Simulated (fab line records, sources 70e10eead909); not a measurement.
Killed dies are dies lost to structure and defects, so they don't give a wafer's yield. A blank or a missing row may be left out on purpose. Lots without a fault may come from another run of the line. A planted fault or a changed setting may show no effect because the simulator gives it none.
fab line records | flow nand_harc | part 2 of 2: steps 4 to 6 of 6
record lots=24 wafers=72 last_day=26
route steps=1159 shown A_STAIRCASE@596
lots that met no fault: from a run of the same line without faults
start_h: hours from the record's first day to the start of the lot's first wafer shown | wait_h: hours since the lot's step before | " the same as in the row above | L1.1+2: a row that stands for several wafers | - no value, or no start given | * or withheld: withheld | < > ~ a bound
route shown NAME@n: a module of which the file shows steps, and the number in the route of the first | usual: mean/standard deviation of fault-free wafers | same: alike in all rows | chamber/n: place in a boat | sites: the reading at each site | _std_site: their standard deviation | _edge_site: outer sites' mean less inner sites' | radius_mm: how far each site lies from the wafer's centre | mask NAME#n: copy n | behind: the tool/chamber that last shaped the wafer | hold: why the lot was held/for how many hours/how that ended | device: the transistor (n, p or np) that didn't switch | end of line: the same wafers' tests at the end of the route | a step without rows: its recipe alone | killed: dies lost to structure and defects at the first sort, not the wafer's yield | map: a wafer's dies, x killed, . not, _ none there
set.NAME: the setting as run; set.NAME@STEP: as run at that earlier step | model.NAME: the simulator's own value behind a step, which no gauge read
steps of the route over a sample of lots; a table a step, a row a wafer
services: from which hour (start_h, from the record's first day; less than 0 if before it) a tool's chamber was out of use, for how many hours, and why
## steps
# step NHARC_A_STAIRCASE_TRIM_233
# recipe time_s=211.2 o2_flow_sccm=500 ar_flow_sccm=0 bias_w=0 chemistry=O2
# usual drypump_motor_current_A=6.0/0.51 oes_product_au=1.001/0.0088 rf_vpp_V=57.6/0.85 showerhead_plenum_p_Torr=3.48/0.15 throttle_valve_pct=17.036/0.0089
# same bias_w=0
# columns lot.wafer tool chamber start_h wait_h drypump_motor_current_A oes_product_au rf_hours_counter_h rf_vpp_V showerhead_plenum_p_Torr throttle_valve_pct
L074.4 rie_diel-12 0 - - 6.7 1.002 14 56.9 3.49 17.040
L074.3 " 1 " " 5.3 0.997 16 57.3 3.61 17.027
L074.5 " 1 " " 5.4 1.007 - 57.5 3.61 17.028
L076.1 rie_diel-11 0 - - 6.2 1.016 25 57.1 3.28 17.040
L076.3 " 1 " " 5.3 0.994 25 58.6 3.66 17.021
L076.4 " 0 " " 6.2 1.001 - 57.4 3.28 17.034
L075.3 rie_diel-12 2 - - 5.6 1.012 19 57.6 3.38 17.038
L075.4 " 3 " " 5.9 0.985 16 57.5 3.43 17.038
L075.5 " 1 " " 5.3 1.003 - 59.6 3.61 17.045
L077.1 rie_diel-12 0 - - 6.7 1.004 17 58.0 3.49 17.039
L077.2 " 2 " " 5.6 1.006 19 58.3 3.38 17.042
L077.5 " 0 " " 6.7 1.004 - 57.8 3.49 17.024
L078.1 rie_diel-02 2 - - 5.4 0.988 39 56.1 3.27 17.036
L078.2 " 3 " " 6.2 0.993 40 58.2 3.67 17.034
L078.4 " 2 " " 5.4 0.992 - 57.6 3.27 17.027
L079.2 rie_diel-02 2 - - 5.4 1.011 43 57.3 3.27 17.035
L079.4 " 0 " " 6.5 1.002 41 56.3 3.45 17.030
L079.5 " 3 " " 6.1 0.997 - 59.8 3.67 17.027
L080.2 rie_diel-02 3 - - 6.2 1.007 46 58.9 3.67 17.034
L080.3 " 1 " " 6.7 1.006 40 57.1 3.47 17.027
L080.5 " 3 " " 6.2 0.996 - 58.0 3.67 17.045
L082.3 rie_diel-11 1 - - 5.3 0.994 39 57.8 3.65 17.023
L082.6 " 0 " " 6.3 0.999 - 57.0 3.28 17.043
L082.5 " 1 " " 5.3 0.995 - 57.4 3.65 17.030
L081.4 rie_diel-12 3 - - 5.9 0.997 30 57.3 3.42 17.038
L081.6 " 0 " " 6.7 1.001 - 57.4 3.48 17.040
L081.5 " 1 " " 5.4 1.001 - 57.3 3.60 17.036
L084.2 rie_diel-11 1 - - 5.3 0.988 41 59.1 3.65 17.025
L084.6 " 1 " " 5.3 0.998 - 57.5 3.65 17.049
L084.4 " 0 " " 6.2 1.015 - 58.2 3.28 17.030
L083.3 rie_diel-02 2 - - 5.4 0.995 50 57.2 3.26 17.034
L083.4 " 3 " " 6.2 0.999 53 57.6 3.66 17.027
L083.2 " 1 " " 6.7 0.989 46 59.0 3.47 17.024
L085.2 rie_diel-11 3 - - 6.4 1.006 50 57.0 3.42 17.014
L085.4 " 2 " " 5.5 1.008 34 58.5 3.40 17.042
L085.6 " 3 " " 6.4 1.013 - 58.6 3.42 17.034
L087.2 rie_diel-02 2 - - 5.4 1.013 58 57.2 3.26 17.025
L087.4 " 0 " " 6.6 0.996 56 57.5 3.44 17.037
L087.6 " 2 " " 5.4 1.011 - 57.2 3.26 17.048
L086.3 rie_diel-12 2 - - 5.7 0.997 43 58.2 3.37 17.041
L086.2 " 3 " " 5.9 0.986 41 56.7 3.42 17.031
L086.6 " 3 " " 5.9 0.992 - 59.6 3.42 17.042
L089.2 rie_diel-11 0 - - 6.2 1.004 55 58.6 3.27 17.041
L089.4 " 1 " " 5.3 0.999 54 58.6 3.64 17.066
L089.5 " 0 " " 6.2 0.989 - 58.4 3.27 17.031
L088.1 rie_diel-12 3 - - 5.9 0.993 44 57.6 3.42 17.037
L088.2 " 1 " " 5.3 1.005 46 59.6 3.59 17.033
L088.5 " 3 " " 5.9 0.984 - 56.2 3.42 17.026
L090.2 rie_diel-11 1 - - 5.3 0.997 58 56.9 3.64 17.045
L090.6 " 3 " " 6.5 1.007 - 57.0 3.41 17.030
L090.5 " 0 " " 6.2 1.016 - 58.6 3.27 17.039
L091.3 rie_diel-12 2 - - 5.6 1.004 54 57.2 3.36 17.027
L091.2 " 1 " " 5.4 1.017 53 58.4 3.59 17.045
L091.6 " 2 " " 5.6 1.003 - 57.2 3.36 17.034
L092.1 rie_diel-02 1 - - 6.7 1.001 8 58.3 3.46 17.043
L092.3 " 2 " " 5.4 1.016 10 59.7 3.80 17.033
L092.4 " 3 " " 6.2 1.001 9 58.3 3.65 17.026
L094.3 rie_diel-11 2 - - 5.5 0.996 50 57.0 3.39 17.042
L094.1 " 3 " " 6.5 1.006 67 56.2 3.41 17.038
L094.2 " 0 " " 6.2 1.007 66 57.1 3.26 17.041
L095.2 rie_diel-11 0 - - 6.2 1.001 67 57.0 3.26 17.031
L095.3 " 3 " " 6.4 1.009 67 57.0 3.41 17.049
L095.6 " 1 " " 5.3 1.001 - 57.1 3.63 17.049
L093.1 rie_diel-02 3 - - 6.2 0.986 13 59.0 3.65 17.042
L093.2 " 0 " " 6.6 0.979 11 58.9 3.43 17.036
L093.5 " 3 " " 6.1 0.990 - 57.9 3.65 17.045
L097.4 rie_diel-11 1 - - 5.3 0.994 9 56.9 3.63 17.034
L097.2 " 2 " " 5.5 1.005 8 58.1 3.38 17.023
L097.6 " 0 " " 6.2 1.013 - 57.4 3.80 17.041
L096.2 rie_diel-02 2 - - 5.4 1.004 23 58.7 3.79 17.054
L096.3 " 3 " " 6.1 0.993 23 58.7 3.64 17.041
L096.6 " 3 " " 6.1 0.999 - 58.0 3.64 17.038
# step NHARC_A_STAIRCASE_HM_DEP_456
# recipe target_thk_a=15000 temp_c=400 material=aC
# usual throttle_valve_pct=35.000/0.0089
# columns lot.wafer tool chamber start_h wait_h throttle_valve_pct
L074.3 acl_dep-03 0 253.23 - 35.001
L074.4 " 0 " " 34.999
L074.5 " 0 " " 35.001
L076.1 acl_dep-01 0 261.44 - 35.013
L076.3 " 0 " " 34.991
L076.4 " 0 " " 34.991
L075.3 acl_dep-03 0 262.44 - 34.995
L075.4 " 0 " " 34.995
L075.5 " 0 " " 35.013
L077.1 acl_dep-01 0 265.21 - 34.983
L077.2 " 0 " " 34.986
L077.5 " 0 " " 35.001
L078.1 acl_dep-03 0 265.52 - 35.005
L078.2 " 0 " " 35.002
L078.4 " 0 " " 34.996
L079.2 acl_dep-01 0 289.08 - 34.992
L079.4 " 0 " " 35.001
L079.5 " 0 " " 34.999
L080.2 acl_dep-03 0 294.41 - 35.008
L080.3 " 0 " " 35.018
L080.5 " 0 " " 34.994
L082.3 acl_dep-03 0 300.66 - 34.981
L082.5 " 0 " " 34.995
L082.6 " 0 " " 34.981
L081.4 acl_dep-02 0 302.43 - 35.007
L081.5 " 0 " " 35.002
L081.6 " 0 " " 34.987
L084.2 acl_dep-01 0 306.78 - 35.007
L084.4 " 0 " " 34.987
L084.6 " 0 " " 35.018
L083.2 acl_dep-03 0 307.73 - 35.002
L083.3 " 0 " " 34.986
L083.4 " 0 " " 34.999
L085.2 acl_dep-01 0 325.38 - 34.999
L085.4 " 0 " " 35.008
L085.6 " 0 " " 35.006
L087.2 acl_dep-02 0 325.60 - 35.005
L087.4 " 0 " " 34.982
L087.6 " 0 " " 34.993
L086.2 acl_dep-01 0 333.52 - 34.995
L086.3 " 0 " " 35.002
L086.6 " 0 " " 35.008
L089.2 acl_dep-02 0 335.59 - 35.002
L089.4 " 0 " " 35.002
L089.5 " 0 " " 34.999
L088.1 acl_dep-03 0 340.37 - 35.008
L088.2 " 0 " " 34.988
L088.5 " 0 " " 35.001
L090.2 acl_dep-03 0 350.03 - 35.007
L090.5 " 0 " " 34.992
L090.6 " 0 " " 34.985
L091.2 acl_dep-01 0 360.19 - 35.004
L091.3 " 0 " " 35.002
L091.6 " 0 " " 35.008
L092.1 acl_dep-02 0 362.58 - 34.997
L092.3 " 0 " " 35.019
L092.4 " 0 " " 34.987
L094.1 acl_dep-03 0 369.66 - 35.008
L094.2 " 0 " " 35.001
L094.3 " 0 " " 34.993
L095.2 acl_dep-02 0 373.62 - 34.989
L095.3 " 0 " " 34.998
L095.6 " 0 " " 35.003
L093.1 acl_dep-01 0 374.20 - 34.995
L093.2 " 0 " " 35.003
L093.5 " 0 " " 35.002
L097.2 acl_dep-01 0 396.06 - 35.015
L097.4 " 0 " " 35.010
L097.6 " 0 " " 35.001
L096.2 acl_dep-03 0 396.23 - 35.005
L096.3 " 0 " " 34.989
L096.6 " 0 " " 35.011
# step NHARC_A_STAIRCASE_ETCH_294
# recipe target_depth_a=49920 time_s=1212.4 ion_energy_ev=800 c4f8_flow_sccm=80 o2_flow_sccm=60 ar_flow_sccm=withheld rf_w=600 bias_w=3000 chemistry=C4F8/O2/Ar
# usual bias_w=3000/8.7 oes_product_au=0.937/0.012 rf_vpp_V=1823/11
# columns lot.wafer tool chamber start_h wait_h bias_w oes_product_au rf_hours_counter_h rf_vpp_V
L074.3 rie_diel-02 2 - - 2989 0.923 36 1807
L074.4 " 3 " " 2999 0.924 38 1837
L074.5 " 3 " " 3000 0.937 - 1838
L076.3 rie_diel-11 3 - - 3017 0.953 27 1819
L076.1 " 1 " " 2996 0.931 27 1835
L076.4 " 0 " " 2990 0.950 - 1807
L075.3 rie_diel-02 3 - - 2985 0.932 41 1837
L075.5 " 3 " " 3005 0.940 - 1836
L075.4 " 0 " " 2985 0.925 - 1820
L077.2 rie_diel-02 3 - - 3001 0.944 42 1837
L077.1 " 0 " " 2984 0.944 39 1819
L077.5 " 2 " " 3011 0.951 - 1806
L078.4 rie_diel-11 0 - - 3005 0.952 30 1808
L078.2 " 1 " " 3009 0.932 29 1836
L078.1 " 2 " " 2990 0.946 16 1818
L079.2 rie_diel-02 2 - - 2990 0.920 48 1808
L079.4 " 0 " " 2995 0.933 46 1821
L079.5 " 2 " " 3000 0.925 - 1806
L080.3 rie_diel-12 1 - - 3001 0.940 30 1833
L080.2 " 0 " " 2999 0.942 30 1822
L080.5 " 1 " " 3000 0.945 - 1831
L082.3 rie_diel-11 0 - - 3004 0.941 42 1807
L082.6 " 1 " " 2991 0.916 - 1836
L082.5 " 0 " " 3002 0.934 - 1807
L081.4 rie_diel-12 3 - - 2998 0.937 32 1817
L081.5 " 3 " " 3003 0.938 - 1819
L081.6 " 0 " " 3001 0.941 - 1824
L084.4 rie_diel-12 1 - - 3004 0.962 34 1832
L084.2 " 2 " " 3003 0.955 35 1817
L084.6 " 2 " " 3010 0.943 - 1815
L083.2 rie_diel-11 2 - - 2992 0.927 27 1816
L083.4 " 3 " " 3005 0.945 44 1820
L083.3 " 0 " " 2998 0.918 45 1807
L085.4 rie_diel-12 1 - - 3002 0.940 43 1833
L085.2 " 2 " " 3012 0.929 44 1815
L085.6 " 2 " " 3013 0.934 - 1815
L087.2 rie_diel-11 3 - - 2992 0.936 53 1820
L087.4 " 2 " " 2998 0.932 36 1818
L087.6 " 3 " " 2991 0.930 - 1818
L086.3 rie_diel-11 1 - - 2997 0.966 55 1835
L086.2 " 2 " " 3004 0.942 38 1816
L086.6 " 1 " " 2984 0.956 - 1834
L089.4 rie_diel-12 0 - - 3013 0.939 46 1822
L089.2 " 1 " " 2993 0.942 46 1832
L089.5 " 0 " " 3003 0.936 - 1823
L088.1 rie_diel-02 2 - - 3002 0.935 4 1846
L088.2 " 0 " " 2995 0.927 3 1822
L088.5 " 2 " " 2991 0.938 - 1847
L090.2 rie_diel-11 1 - - 3014 0.936 61 1836
L090.5 " 3 " " 2999 0.950 - 1819
L090.6 " 0 " " 2998 0.947 - 1807
L091.3 rie_diel-02 3 - - 3024 0.914 12 1836
L091.2 " 1 " " 2997 0.918 10 1823
L091.6 " 3 " " 3017 0.922 - 1836
L092.3 rie_diel-11 2 - - 2999 0.946 50 1817
L092.4 " 3 " " 2995 0.942 68 1817
L092.1 " 0 " " 3008 0.945 67 1806
L094.1 rie_diel-12 0 - - 3004 0.960 58 1820
L094.3 " 1 " " 2993 0.936 61 1829
L094.2 " 2 " " 2994 0.938 61 1815
L095.2 rie_diel-11 2 - - 3010 0.943 0 1817
L095.3 " 3 " " 2986 0.958 0 1817
L095.6 " 1 " " 2987 0.930 - 1834
L093.1 rie_diel-02 2 - - 2993 0.941 15 1846
L093.2 " 0 " " 2990 0.924 12 1819
L093.5 " 2 " " 3003 0.937 - 1847
L097.2 rie_diel-11 3 - - 3004 0.938 11 1817
L097.4 " 1 " " 3002 0.933 13 1834
L097.6 " 3 " " 3004 0.952 - 1818
L096.2 rie_diel-12 2 - - 2988 0.949 4 1814
L096.3 " 3 " " 3008 0.935 4 1819
L096.6 " 3 " " 3005 0.935 - 1817
## services
# columns tool chamber start_h hours kind
rie_diel-11 0 223.18 - clean
rie_diel-11 1 223.18 - clean
rie_diel-11 2 223.18 - clean
rie_diel-11 3 223.18 - clean
acl_dep-03 - 224.51 13.0 pm
rie_diel-02 0 229.12 7.9 repair
rie_diel-02 1 232.52 7.2 repair
rie_diel-11 0 248.55 - clean
rie_diel-11 1 248.55 - clean
rie_diel-11 2 248.55 - clean
rie_diel-11 3 248.55 - clean
rie_diel-02 1 259.67 8.8 repair
rie_diel-11 1 260.58 1.5 repair
rie_diel-11 0 273.11 - clean
rie_diel-11 1 273.11 - clean
rie_diel-11 2 273.11 - clean
rie_diel-11 3 273.11 - clean
acl_dep-01 - 293.47 13.0 pm
rie_diel-11 0 297.61 - clean
rie_diel-12 3 318.14 2.6 repair
rie_diel-02 - 328.00 9.0 pm
acl_dep-02 - 349.58 13.0 pm
rie_diel-11 - 366.56 9.0 pm
rie_diel-12 - 379.62 9.0 pm
